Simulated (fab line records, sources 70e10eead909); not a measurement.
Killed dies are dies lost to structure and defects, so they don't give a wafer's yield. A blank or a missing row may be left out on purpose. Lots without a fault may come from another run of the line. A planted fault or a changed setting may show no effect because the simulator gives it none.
fab line records | flow nand_harc
record lots=12 wafers=35 last_day=25
route steps=1159 shown A_BONDPAD@1061 END@1159
lots that met no fault: from a run of the same line without faults
start_h: hours from the record's first day to the start of the lot's first wafer shown | wait_h: hours since the lot's step before | " the same as in the row above | L1.1+2: a row that stands for several wafers | - no value, or no start given | * or withheld: withheld | < > ~ a bound
route shown NAME@n: a module of which the file shows steps, and the number in the route of the first | usual: mean/standard deviation of fault-free wafers | same: alike in all rows | chamber/n: place in a boat | sites: the reading at each site | _std_site: their standard deviation | _edge_site: outer sites' mean less inner sites' | radius_mm: how far each site lies from the wafer's centre | mask NAME#n: copy n | behind: the tool/chamber that last shaped the wafer | hold: why the lot was held/for how many hours/how that ended | device: the transistor (n, p or np) that didn't switch | end of line: the same wafers' tests at the end of the route | a step without rows: its recipe alone | killed: dies lost to structure and defects at the first sort, not the wafer's yield | map: a wafer's dies, x killed, . not, _ none there
set.NAME: the setting as run; set.NAME@STEP: as run at that earlier step | model.NAME: the simulator's own value behind a step, which no gauge read
steps of the route over a sample of lots; a table a step, a row a wafer
services: from which hour (start_h, from the record's first day; less than 0 if before it) a tool's chamber was out of use, for how many hours, and why
## steps
# step NHARC_A_BONDPAD_THK_MEAS_30
# recipe thk_meas_gauge=ellipsometry
# usual thk_nm=199.9/1.7
# columns lot.wafer tool chamber start_h wait_h thk_nm
L620.1 film_metro-01 - 419.15 0.2 200.7
L620.2 " - " " 201.0
L620.6 " - " " 199.9
L623.2 film_metro-01 - 427.27 0.2 200.5
L623.4 " - " " 199.2
L623.6 " - " " 200.0
L624.1 film_metro-01 - 438.96 0.2 200.0
L624.2 " - " " 200.5
L624.4 " - " " 199.9
L625.1 film_metro-01 - 439.77 0.2 201.2
L625.3 " - " " 200.3
L625.6 " - " " 199.1
L630.1 film_metro-01 - 465.46 0.2 201.1
L630.2 " - " " 198.7
L630.6 " - " " 202.4
L629.2 film_metro-01 - 485.86 0.1 203.3
L629.3 " - " " 200.7
L629.4 " - " " 201.0
L633.2 film_metro-01 - 512.74 0.2 200.5
L633.3 " - " " 201.4
L633.4 " - " " 199.2
L634.2 film_metro-01 - 515.02 0.2 202.4
L634.3 " - " " 201.5
L635.2 film_metro-01 - 519.93 0.2 201.5
L635.4 " - " " 200.2
L635.6 " - " " 200.1
L640.1 film_metro-02 - 535.54 0.2 200.3
L640.3 " - " " 199.1
L640.5 " - " " 202.2
L641.1 film_metro-02 - 550.95 0.1 198.1
L641.4 " - " " 200.9
L641.6 " - " " 200.1
L643.2 film_metro-01 - 551.62 0.2 199.4
L643.4 " - " " 199.7
L643.5 " - " " 201.0
# step NHARC_A_BONDPAD_OVL_MEAS_35
# usual overlay_x_nm=-1/5.7 overlay_y_nm=1/5.4
# columns lot.wafer tool chamber start_h wait_h overlay_x_nm overlay_y_nm
L620.1 overlay-01 - 419.82 - -2 8
L620.2 " - " " -2 8
L620.6 " - " " -2 8
L623.2 overlay-02 - 427.80 - -6 4
L623.4 " - " " -6 4
L623.6 " - " " -6 5
L624.1 overlay-01 - 439.61 - 10 -10
L624.2 " - " " 10 -10
L624.4 " - " " 9 -10
L625.1 overlay-02 - 440.42 - -8 -1
L625.3 " - " " -8 -2
L625.6 " - " " -8 -1
L630.1 overlay-01 - 466.11 - -9 4
L630.2 " - " " -9 4
L630.6 " - " " -9 3
L629.2 overlay-02 - 486.51 - -1 4
L629.3 " - " " -2 4
L629.4 " - " " -1 4
L633.2 overlay-02 - 513.39 - -6 7
L633.3 " - " " -7 6
L633.4 " - " " -6 7
L634.2 overlay-02 - 515.55 - 9 -4
L634.3 " - " " 9 -4
L635.2 overlay-02 - 520.60 - 0 -9
L635.4 " - " " 1 -9
L635.6 " - " " 0 -8
L640.1 overlay-02 - 536.07 - 0 -1
L640.3 " - " " 0 -1
L640.5 " - " " 0 -2
L641.1 overlay-02 - 551.60 - 7 -6
L641.4 " - " " 7 -6
L641.6 " - " " 7 -6
L643.2 overlay-02 - 552.15 - -9 11
L643.4 " - " " -9 12
L643.5 " - " " -10 11
# step NHARC_A_BONDPAD_ETCH_34
# recipe target_depth_a=600 overetch_a=180 time_s=65.91 ion_energy_ev=200 n2_flow_sccm=150 h2_flow_sccm=150 ar_flow_sccm=0 rf_w=400 bias_w=150 chemistry=N2/H2
# usual chamber_pressure_mTorr=30.000/0.029 drypump_motor_current_A=6.0/0.38 n2_flow_sccm=150.0/0.39 oes_product_au=1.005/0.013 rf_vpp_V=431/3.1 showerhead_plenum_p_Torr=2.04/0.11 throttle_valve_pct=14.172/0.0096
# columns lot.wafer tool chamber start_h wait_h chamber_pressure_mTorr drypump_motor_current_A n2_flow_sccm oes_product_au rf_hours_counter_h rf_vpp_V showerhead_plenum_p_Torr throttle_valve_pct
L620.2 rie_diel-03 0 420.03 0.1 29.991 6.1 149.0 1.003 8 429 1.95 14.162
L620.1 " 2 " " 29.989 5.9 150.3 0.998 7 435 2.22 14.162
L620.6 " 0 " " 29.955 6.1 149.9 0.997 - 429 1.95 14.189
L623.2 rie_diel-05 0 428.02 0.1 29.967 5.5 150.7 0.994 3 427 1.91 14.162
L623.4 " 2 " " 29.991 6.2 150.1 1.029 3 427 1.92 14.168
L623.6 " 3 " " 29.993 6.6 150.3 1.024 - 433 2.16 14.168
L624.4 rie_diel-06 2 439.82 0.1 30.011 5.6 149.7 0.995 1 433 2.14 14.179
L624.1 " 3 " " 29.920 6.0 150.2 0.965 2 436 2.22 14.185
L624.2 " 0 " " 29.966 5.4 149.8 0.993 2 429 1.94 14.169
L625.1 rie_diel-05 1 440.66 0.1 30.048 6.1 150.1 1.013 3 432 2.09 14.162
L625.3 " 2 " " 30.036 6.2 150.0 1.027 3 427 1.92 14.162
L625.6 " 2 " " 29.996 6.2 149.4 1.017 - 426 1.92 14.174
L630.2 rie_diel-05 2 466.35 0.1 30.016 6.2 150.0 1.036 4 427 1.92 14.152
L630.1 " 0 " " 29.991 5.6 150.5 0.989 3 428 1.91 14.170
L630.6 " 1 " " 29.992 6.1 150.2 1.003 - 431 2.09 14.164
L629.3 rie_diel-06 3 486.73 0.1 29.952 6.1 149.8 0.993 11 434 2.21 14.161
L629.4 " 0 " " 30.048 5.4 149.9 1.000 12 427 1.94 14.177
L629.2 " 2 " " 29.961 5.6 149.5 1.017 10 434 2.14 14.166
L633.3 rie_diel-06 2 513.59 0.1 29.977 5.6 149.8 1.003 13 434 2.14 14.176
L633.4 " 3 " " 29.950 6.0 150.6 0.978 18 434 2.21 14.170
L633.2 " 0 " " 30.045 5.4 149.7 0.996 18 427 1.93 14.164
L634.2 rie_diel-06 0 515.75 0.1 30.006 5.4 150.3 0.989 19 429 1.93 14.185
L634.3 " 1 " " 29.982 5.8 149.9 0.849 17 429 2.03 14.164
L635.2 rie_diel-06 2 520.82 0.1 29.995 5.6 150.5 1.006 14 432 2.14 14.178
L635.4 " 3 " " 29.988 6.0 150.2 0.991 19 436 2.21 14.169
L635.6 " 2 " " 30.043 5.6 150.3 0.850 - 434 2.14 14.182
L640.1 rie_diel-05 2 536.30 0.1 29.975 6.2 149.7 1.000 1 426 1.92 14.167
L640.3 " 0 " " 30.054 5.6 150.9 1.012 1 429 1.91 14.201
L640.5 " 3 " " 30.004 6.6 150.3 1.005 - 435 2.16 14.170
L641.4 rie_diel-05 2 551.83 0.1 29.993 6.2 150.1 1.011 1 427 1.92 14.170
L641.1 " 3 " " 29.987 6.7 149.2 1.015 1 434 2.16 14.176
L641.6 " 0 " " 29.972 5.5 148.9 1.009 - 427 1.91 14.173
L643.4 rie_diel-05 1 552.37 0.1 29.945 6.0 149.6 0.994 0 434 2.09 14.182
L643.2 " 2 " " 29.960 6.2 149.8 1.012 1 426 1.91 14.167
L643.5 " 3 " " 30.022 6.7 149.9 1.021 - 434 2.16 14.165
# step NHARC_A_BONDPAD_DEGAS_25
# recipe temp_c=300 time_s=60
# usual heater_power_w=482/50 susceptor_temp_C=300.00/0.18
# columns lot.wafer tool chamber start_h wait_h heater_power_w susceptor_temp_C
L620.2 pvd_sputter-03 - 420.90 - 541 300.06
L620.1 " - " " 464 299.90
L620.6 " - " " 401 299.91
L623.4 pvd_sputter-01 - 428.88 - 460 300.33
L623.2 " - " " 475 299.67
L623.6 " - " " 513 299.97
L624.2 pvd_sputter-03 - 440.74 - 526 300.26
L624.1 " - " " 446 299.88
L624.4 " - " " 470 300.18
L625.3 pvd_sputter-03 - 441.60 - 468 299.84
L625.1 " - " " 541 300.14
L625.6 " - " " 469 300.13
L630.1 pvd_sputter-02 - 467.22 - 533 -
L630.2 " - " " 517 -
L630.6 " - " " 409 -
L629.2 pvd_sputter-03 - 487.58 - 407 300.10
L629.4 " - " " 517 300.35
L629.3 " - " " 457 300.08
L633.4 pvd_sputter-01 - 514.58 - 511 300.19
L633.3 " - " " 448 300.16
L633.2 " - " " 465 300.20
L634.3 pvd_sputter-02 - 516.77 - 412 300.04
L634.2 " - " " 532 300.14
L635.2 pvd_sputter-03 - 521.71 - 399 299.80
L635.4 " - " " 518 300.02
L635.6 " - " " 449 299.78
L640.3 pvd_sputter-01 - 537.24 - 448 300.24
L640.1 " - " " 569 300.07
L640.5 " - " " 463 300.14
L641.1 pvd_sputter-02 - 552.68 - 517 299.93
L641.4 " - " " 417 300.23
L641.6 " - " " 526 299.87
L643.2 pvd_sputter-03 - 553.25 - 450 300.17
L643.4 " - " " 403 299.91
L643.5 " - " " 426 300.30
# step NHARC_END_SORT_01
# recipe temp_c=25
# usual defect_limited_yield=95.8/1.3 killed_at_array=24/8.7 killed_at_other=0.8/1.2 killed_at_periphery=3.6/2.3 killed_dies=28/8.9 killed_open=3.2/1.9 killed_short=2.0/1.6 sort_bin_2_pct=1.3/0.57 sort_bin_3_pct=0.22/0.19 sort_bin_4_pct=2.7/0.89 sort_n_pass=649/8.9 sort_rim_yield_pct=95/3.1 sort_yield_pct=95.8/1.3
# same gross_dies=677 sort_bin_5_pct[%]=0 sort_bin_6_pct[%]=0 sort_bin_7_pct[%]=0 sort_bin_8_pct[%]=0 sort_rim_n_gross=106.00
# columns lot.wafer tool chamber start_h wait_h defect_limited_yield[%] killed_at_array killed_at_other killed_at_periphery killed_dies killed_open killed_short sort_bin_2_pct[%] sort_bin_3_pct[%] sort_bin_4_pct[%] sort_n_pass sort_rim_yield_pct[%] sort_yield_pct[%]
L620.1 prober-02 0 464.84 2.5 95.4 28 1 2 31 2 2 0.9 0.44 3.2 646 97 95.4
L620.2 prober-02 0 465.64 2.8 96.3 23 0 2 25 4 1 1.8 0.15 1.8 652 97 96.3
L620.6 prober-02 0 468.85 4.0 97.2 17 0 2 19 1 3 0.7 0 2.1 658 94 97.2
L623.2 prober-02 0 473.42 2.8 95.6 27 0 3 30 4 2 1.2 0.30 3.0 647 95 95.6
L623.4 prober-02 0 474.97 3.3 95.3 27 1 4 32 1 5 1.8 0.15 2.8 645 92 95.3
L623.6 prober-02 0 476.52 3.9 95.9 26 1 1 28 5 3 1.0 0 3.1 649 94 95.9
L624.1 prober-01 0 480.09 2.5 97.9 10 0 4 14 5 0 1.0 0 1.0 663 98 97.9
L624.2 prober-01 0 480.89 2.8 97.5 13 0 4 17 4 1 0.6 0.15 1.8 660 98 97.5
L624.4 prober-01 0 482.49 3.4 97.6 11 1 4 16 4 1 1.0 0 1.3 661 99 97.6
L625.1 prober-01 0 487.92 2.5 94.1 35 1 4 40 1 2 2.8 0.15 3.0 637 92 94.1
L625.3 prober-01 0 489.50 3.1 95.4 26 1 4 31 3 1 0.6 0.30 3.7 646 91 95.4
L625.6 prober-01 0 491.88 4.0 95.4 28 1 2 31 2 2 1.9 0.15 2.5 646 92 95.4
L630.1 prober-01 0 496.70 2.5 94.7 32 0 4 36 3 0 1.5 0.59 3.2 641 92 94.7
L630.2 prober-01 0 497.50 2.8 95.1 28 0 5 33 4 2 1.5 0.89 2.5 644 90 95.1
L630.6 prober-01 0 500.69 4.0 93.5 39 0 5 44 1 0 2.1 0.30 4.1 633 84 93.5
L629.2 prober-02 0 518.97 2.8 94.5 27 4 6 37 5 3 1.5 0.44 3.5 640 97 94.5
L629.3 prober-02 0 519.78 3.1 96.6 18 2 3 23 5 2 1.3 0 2.1 654 94 96.6
L629.4 prober-02 0 520.59 3.4 94.2 29 3 7 39 2 2 2.1 0 3.7 638 94 94.2
L633.2 prober-01 0 546.96 2.8 96.6 14 1 8 23 3 2 1.2 0.44 1.8 654 96 96.6
L633.3 prober-01 0 547.76 3.1 95.4 23 0 8 31 6 3 0.9 0.15 3.5 646 96 95.4
L633.4 prober-01 0 548.56 3.4 96.9 13 1 7 21 1 5 0.7 0.15 2.2 656 98 96.9
L634.2 prober-01 0 554.72 2.8 93.9 38 0 3 41 3 1 2.4 0.15 3.5 636 92 93.9
L634.3 prober-01 0 555.50 3.1 93.5 42 1 1 44 3 0 1.6 0.59 4.3 633 97 93.5
L635.2 prober-01 0 562.53 2.8 94.2 36 1 2 39 5 3 1.5 0.15 4.1 638 96 94.2
L635.4 prober-01 0 564.14 3.4 95.7 28 0 1 29 2 5 1.8 0.15 2.4 648 95 95.7
L635.6 prober-01 0 565.75 4.0 94.2 34 2 3 39 1 4 0.6 0.59 4.6 638 97 94.2
L640.1 prober-02 0 569.59 2.5 96.0 25 0 2 27 5 1 1.6 0.30 2.1 650 92 96.0
L640.3 prober-02 0 571.19 3.1 94.7 33 0 3 36 3 3 1.2 0.44 3.7 641 98 94.7
L640.5 prober-02 0 572.80 3.7 93.8 39 0 3 42 5 1 2.8 0.44 3.0 635 100 93.8
L641.1 prober-02 0 585.23 2.5 95.6 25 3 2 30 4 1 1.9 0.15 2.4 647 94 95.6
L641.4 prober-02 0 587.64 3.4 96.8 15 3 4 22 3 2 0.7 0.15 2.4 655 94 96.8
L641.6 prober-02 0 589.24 4.0 96.8 16 3 3 22 3 0 0.9 0.15 2.2 655 92 96.8
L643.2 prober-01 0 585.93 2.8 96.0 17 5 5 27 1 3 1.3 0.15 2.5 650 96 96.0
L643.4 prober-01 0 587.50 3.3 96.3 13 6 6 25 1 3 1.6 0.15 1.9 652 95 96.3
L643.5 prober-01 0 588.28 3.6 95.9 19 3 6 28 2 2 1.3 0.15 2.7 649 94 95.9
# killed by level:class
L620.1 A_SLIT:chamber_film_flake=13 A_M1:chamber_film_flake=4 A_CHANNEL_HOLE_D1:chamber_film_flake=3 A_STAIRCASE:chamber_film_flake=2 A_CONTACT:chamber_film_flake=2 P_CONTACT:geometric_particle:short=1 A_CHANNEL_FILL_D1:geometric_particle:short=1 A_CHANNEL_FILL_D1:geometric_particle:open=1
L620.2 A_SLIT:chamber_film_flake=10 A_CONTACT:chamber_film_flake=6 A_M1:chamber_film_flake=4 A_CONTACT:geometric_particle:open=2 P_CONTACT:geometric_particle:open=1 P_M0:geometric_particle:short=1 A_SOURCE_PLATE:geometric_particle:open=1
L620.6 A_SLIT:chamber_film_flake=11 A_CONTACT:chamber_film_flake=2 P_STI:geometric_particle:short=1 P_BONDPAD:geometric_particle:short=1 A_CHANNEL_FILL_D1:geometric_particle:open=1 A_SGD_CUT:geometric_particle:short=1 A_CHANNEL_HOLE_D1:chamber_film_flake=1 A_STAIRCASE:chamber_film_flake=1
L623.2 A_SLIT:chamber_film_flake=10 A_CHANNEL_HOLE_D1:chamber_film_flake=9 A_SGD_CUT:geometric_particle:short=2 A_CONTACT:geometric_particle:open=2 P_STI:chamber_film_flake=2 P_GATE:geometric_particle:open=1 A_WL_FILL:geometric_particle:open=1 A_CHANNEL_FILL_D1:chamber_film_flake=1
L623.4 A_CHANNEL_HOLE_D1:chamber_film_flake=13 A_SLIT:chamber_film_flake=7 P_STI:chamber_film_flake=4 A_ONON_D1:geometric_particle:short=2 A_CONTACT:chamber_film_flake=2 A_BLC:geometric_particle:open=1 A_BLC:geometric_particle:short=1 A_M1:geometric_particle:short=1
L623.6 A_SLIT:chamber_film_flake=8 A_CHANNEL_HOLE_D1:chamber_film_flake=7 A_STAIRCASE:chamber_film_flake=4 A_BLC:geometric_particle:open=2 A_SOURCE_PLATE:geometric_particle:open=1 A_CHANNEL_FILL_D1:geometric_particle:short=1 A_WL_FILL:geometric_particle:short=1 A_BLC:geometric_particle:short=1
L624.1 A_CHANNEL_HOLE_D1:chamber_film_flake=4 A_CONTACT:geometric_particle:open=2 P_STI:chamber_film_flake=2 P_CONTACT:geometric_particle:open=1 A_SGD_CUT:geometric_particle:open=1 A_M1:geometric_particle:open=1 P_ZERO_WELL:chamber_film_flake=1 A_STAIRCASE:chamber_film_flake=1
L624.2 A_STAIRCASE:chamber_film_flake=7 A_CHANNEL_HOLE_D1:chamber_film_flake=3 A_SGD_CUT:geometric_particle:open=2 P_GATE:geometric_particle:short=1 P_CONTACT:geometric_particle:open=1 P_M2:geometric_particle:open=1 P_STI:chamber_film_flake=1 A_CONTACT:chamber_film_flake=1
L624.4 A_CHANNEL_HOLE_D1:chamber_film_flake=5 P_STI:chamber_film_flake=3 A_CONTACT:geometric_particle:open=2 P_M1:geometric_particle:open=1 A_M1:geometric_particle:open=1 STARTING-WAFER:geometric_particle:short=1 A_STAIRCASE:chamber_film_flake=1 A_SLIT:chamber_film_flake=1
L625.1 A_STAIRCASE:chamber_film_flake=12 A_SLIT:chamber_film_flake=10 A_SGD_CUT:chamber_film_flake=6 A_CHANNEL_HOLE_D1:chamber_film_flake=3 P_CONTACT:geometric_particle:open=1 P_M0:geometric_particle:short=1 A_CHANNEL_FILL_D1:geometric_particle:short=1 P_M0:chamber_film_flake=1
L625.3 A_STAIRCASE:chamber_film_flake=8 A_SGD_CUT:chamber_film_flake=8 A_SLIT:chamber_film_flake=6 A_CHANNEL_HOLE_D1:chamber_film_flake=2 P_CONTACT:geometric_particle:open=1 P_M0:geometric_particle:short=1 P_M1:geometric_particle:open=1 A_BLC:geometric_particle:open=1
L625.6 A_STAIRCASE:chamber_film_flake=7 A_SLIT:chamber_film_flake=7 A_CHANNEL_HOLE_D1:chamber_film_flake=5 A_SGD_CUT:chamber_film_flake=3 A_CONTACT:chamber_film_flake=2 P_M0:geometric_particle:open=1 A_CHANNEL_HOLE_D1:geometric_particle:short=1 A_WL_FILL:geometric_particle:short=1
L630.1 A_CHANNEL_HOLE_D1:chamber_film_flake=18 A_SLIT:chamber_film_flake=8 P_BONDPAD:chamber_film_flake=4 A_STAIRCASE:chamber_film_flake=2 A_CHANNEL_HOLE_D1:geometric_particle:open=1 A_CHANNEL_FILL_D1:geometric_particle:open=1 A_M0:geometric_particle:open=1 A_WL_FILL:chamber_film_flake=1
L630.2 A_CHANNEL_HOLE_D1:chamber_film_flake=12 A_SLIT:chamber_film_flake=10 P_M2:chamber_film_flake=2 P_GATE:geometric_particle:open=1 P_CONTACT:geometric_particle:open=1 A_WL_FILL:geometric_particle:short=1 A_CONTACT:geometric_particle:short=1 A_CONTACT:geometric_particle:open=1
L630.6 A_CHANNEL_HOLE_D1:chamber_film_flake=16 A_SLIT:chamber_film_flake=12 A_STAIRCASE:chamber_film_flake=6 P_BONDPAD:chamber_film_flake=3 A_CONTACT:chamber_film_flake=3 A_WL_FILL:chamber_film_flake=2 P_GATE:geometric_particle:open=1 P_M2:chamber_film_flake=1
L629.2 A_SLIT:chamber_film_flake=15 A_CONTACT:chamber_film_flake=4 THIN_TSV:chamber_film_flake=4 A_CHANNEL_HOLE_D1:chamber_film_flake=3 P_STI:geometric_particle:short=1 P_CONTACT:geometric_particle:open=1 P_M0:geometric_particle:short=1 P_M1:geometric_particle:open=1
L629.3 A_SLIT:chamber_film_flake=8 A_CONTACT:chamber_film_flake=3 A_BLC:geometric_particle:open=2 A_CHANNEL_HOLE_D1:chamber_film_flake=2 P_M0:geometric_particle:short=1 P_M2:geometric_particle:open=1 A_CHANNEL_HOLE_D1:geometric_particle:short=1 A_CHANNEL_FILL_D1:geometric_particle:open=1
L629.4 A_SLIT:chamber_film_flake=12 A_CHANNEL_HOLE_D1:chamber_film_flake=8 A_CONTACT:chamber_film_flake=4 P_GATE:chamber_film_flake=3 THIN_TSV:chamber_film_flake=3 P_STI:chamber_film_flake=2 A_WL_FILL:chamber_film_flake=2 P_M0:geometric_particle:open=1
L633.2 A_STAIRCASE:chamber_film_flake=5 A_CONTACT:chamber_film_flake=4 P_ZERO_WELL:chamber_film_flake=3 A_CONTACT:geometric_particle:open=2 P_STI:chamber_film_flake=2 A_CHANNEL_HOLE_D1:chamber_film_flake=2 P_M1:geometric_particle:short=1 A_ONON_D1:geometric_particle:open=1
L633.3 A_CONTACT:chamber_film_flake=6 A_CHANNEL_HOLE_D1:chamber_film_flake=5 A_STAIRCASE:chamber_film_flake=4 A_CONTACT:geometric_particle:open=3 P_ZERO_WELL:chamber_film_flake=3 P_M1:chamber_film_flake=3 P_STI:geometric_particle:open=1 A_ONON_D1:geometric_particle:short=1
L633.4 P_M1:chamber_film_flake=5 A_STAIRCASE:chamber_film_flake=4 A_CHANNEL_HOLE_D1:geometric_particle:short=2 A_CHANNEL_HOLE_D1:chamber_film_flake=2 A_CONTACT:chamber_film_flake=2 P_M2:geometric_particle:short=1 A_SGD_CUT:geometric_particle:open=1 A_WL_FILL:geometric_particle:short=1
L634.2 A_CHANNEL_HOLE_D1:chamber_film_flake=17 A_SLIT:chamber_film_flake=14 A_CONTACT:chamber_film_flake=3 P_GATE:chamber_film_flake=2 A_ONON_D1:geometric_particle:short=1 A_CHANNEL_FILL_D1:geometric_particle:open=1 A_SGD_CUT:geometric_particle:open=1 A_CONTACT:geometric_particle:open=1
L634.3 A_SLIT:chamber_film_flake=22 A_CHANNEL_HOLE_D1:chamber_film_flake=13 A_ZERO_WELL:chamber_film_flake=2 A_CONTACT:chamber_film_flake=2 P_M1:geometric_particle:open=1 A_SGD_CUT:geometric_particle:open=1 A_BLC:geometric_particle:open=1 A_STAIRCASE:chamber_film_flake=1
L635.2 A_SLIT:chamber_film_flake=18 A_CHANNEL_HOLE_D1:chamber_film_flake=8 A_CONTACT:geometric_particle:open=3 A_CONTACT:chamber_film_flake=3 P_M1:geometric_particle:open=1 P_M2:geometric_particle:short=1 A_ONON_D1:geometric_particle:short=1 A_CHANNEL_FILL_D1:geometric_particle:open=1
L635.4 A_SLIT:chamber_film_flake=12 A_CHANNEL_HOLE_D1:chamber_film_flake=6 A_STAIRCASE:chamber_film_flake=3 A_ONON_D1:geometric_particle:short=2 P_M0:geometric_particle:short=1 A_CHANNEL_FILL_D1:geometric_particle:open=1 A_STAIRCASE:geometric_particle:short=1 A_CONTACT:geometric_particle:open=1
L635.6 A_SLIT:chamber_film_flake=15 A_CHANNEL_HOLE_D1:chamber_film_flake=13 P_GATE:geometric_particle:short=2 A_STAIRCASE:chamber_film_flake=2 THIN_TSV:chamber_film_flake=2 A_WL_FILL:geometric_particle:short=1 A_BLC:geometric_particle:open=1 A_M1:geometric_particle:short=1
L640.1 A_SLIT:chamber_film_flake=14 A_M1:geometric_particle:open=2 A_STAIRCASE:chamber_film_flake=2 A_CONTACT:chamber_film_flake=2 P_M0:geometric_particle:open=1 A_WL_FILL:geometric_particle:short=1 A_BLC:geometric_particle:open=1 A_M0:geometric_particle:open=1
L640.3 A_SLIT:chamber_film_flake=19 A_CHANNEL_HOLE_D1:chamber_film_flake=4 A_CHANNEL_FILL_D1:chamber_film_flake=2 A_CONTACT:chamber_film_flake=2 P_M0:geometric_particle:short=1 P_M0:geometric_particle:open=1 A_SOURCE_PLATE:geometric_particle:open=1 A_CHANNEL_HOLE_D1:geometric_particle:short=1
L640.5 A_SLIT:chamber_film_flake=21 A_STAIRCASE:chamber_film_flake=4 A_CONTACT:chamber_film_flake=4 A_CHANNEL_HOLE_D1:chamber_film_flake=3 A_WL_FILL:geometric_particle:open=2 P_BONDPAD:geometric_particle:open=1 A_ONON_D1:geometric_particle:short=1 A_ONON_D1:geometric_particle:open=1
L641.1 A_CHANNEL_HOLE_D1:chamber_film_flake=12 A_CONTACT:chamber_film_flake=6 THIN_TSV:chamber_film_flake=2 P_M0:geometric_particle:open=1 A_SOURCE_PLATE:geometric_particle:open=1 A_SGD_CUT:geometric_particle:open=1 A_M0:geometric_particle:short=1 P_STI:chamber_film_flake=1
L643.2 A_CONTACT:chamber_film_flake=8 THIN_TSV:chamber_film_flake=5 A_CHANNEL_FILL_D1:chamber_film_flake=3 A_STAIRCASE:chamber_film_flake=3 P_STI:chamber_film_flake=2 P_STI:geometric_particle:short=1 A_SLIT:geometric_particle:short=1 A_CONTACT:geometric_particle:short=1
L643.4 A_CONTACT:chamber_film_flake=7 THIN_TSV:chamber_film_flake=6 P_STI:chamber_film_flake=3 P_ZERO_WELL:chamber_film_flake=2 A_ONON_D1:geometric_particle:open=1 A_ONON_D1:geometric_particle:short=1 A_CHANNEL_FILL_D1:geometric_particle:short=1 A_BLC:geometric_particle:short=1
L641.4 A_CHANNEL_HOLE_D1:chamber_film_flake=8 THIN_TSV:chamber_film_flake=3 P_M1:geometric_particle:open=2 P_ZERO_WELL:chamber_film_flake=2 A_STAIRCASE:chamber_film_flake=2 A_SOURCE_PLATE:geometric_particle:short=1 A_CHANNEL_HOLE_D1:geometric_particle:short=1 A_BLC:geometric_particle:open=1
L643.5 A_CONTACT:chamber_film_flake=9 A_CHANNEL_FILL_D1:chamber_film_flake=5 P_STI:chamber_film_flake=3 A_STAIRCASE:chamber_film_flake=2 THIN_TSV:chamber_film_flake=2 P_GATE:geometric_particle:short=1 P_CONTACT:geometric_particle:open=1 A_STAIRCASE:geometric_particle:open=1
L641.6 A_CHANNEL_HOLE_D1:chamber_film_flake=8 A_STAIRCASE:chamber_film_flake=4 THIN_TSV:chamber_film_flake=3 A_CONTACT:chamber_film_flake=2 P_GATE:geometric_particle:open=1 A_CONTACT:geometric_particle:open=1 A_M0:geometric_particle:open=1 P_STI:chamber_film_flake=1
## services
# columns tool chamber start_h hours kind
rie_diel-05 0 398.60 - clean
rie_diel-05 1 398.60 - clean
rie_diel-05 2 398.60 - clean
rie_diel-05 3 398.60 - clean
rie_diel-06 - 418.20 9.0 pm
rie_diel-05 0 423.10 - clean
rie_diel-05 1 423.10 - clean
rie_diel-05 2 423.10 - clean
rie_diel-05 3 423.10 - clean
rie_diel-05 0 431.28 16.0 repair
rie_diel-05 0 447.60 - clean
rie_diel-05 1 447.60 - clean
rie_diel-05 2 447.60 - clean
pvd_sputter-03 - 458.00 10.0 pm
pvd_sputter-02 - 465.80 1.1 repair
rie_diel-05 0 466.79 4.3 repair
rie_diel-05 - 477.83 0.7 repair
rie_diel-06 2 492.00 16.2 repair
pvd_sputter-03 - 494.74 2.8 repair
rie_diel-05 3 505.29 17.2 repair
pvd_sputter-03 - 517.47 1.9 repair
rie_diel-05 - 517.60 9.0 pm
pvd_sputter-01 - 537.83 10.0 pm
pvd_sputter-01 - 550.11 3.2 repair
## key
first_sign step=NHARC_A_BONDPAD_ETCH_34 reading=oes_product_au direction=down sigmas=12 usual=1.005 struck=0.850
effect none on later readings
met_at NHARC_A_BONDPAD_ETCH_34
struck_lots L634,L635
struck_wafers L634.3,L635.6
not_acting_at NHARC_A_BONDPAD_THK_MEAS_30,NHARC_A_BONDPAD_OVL_MEAS_35,NHARC_A_BONDPAD_DEGAS_25
onset_between 513.59 515.75
fault kind=process_parameter_drift tool=rie_diel-06 chamber=- onset_h=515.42 steps=NHARC_A_BONDPAD_ETCH_34 channel=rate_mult offset=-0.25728 shape=step end_h=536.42 scope=struck_wafers_only
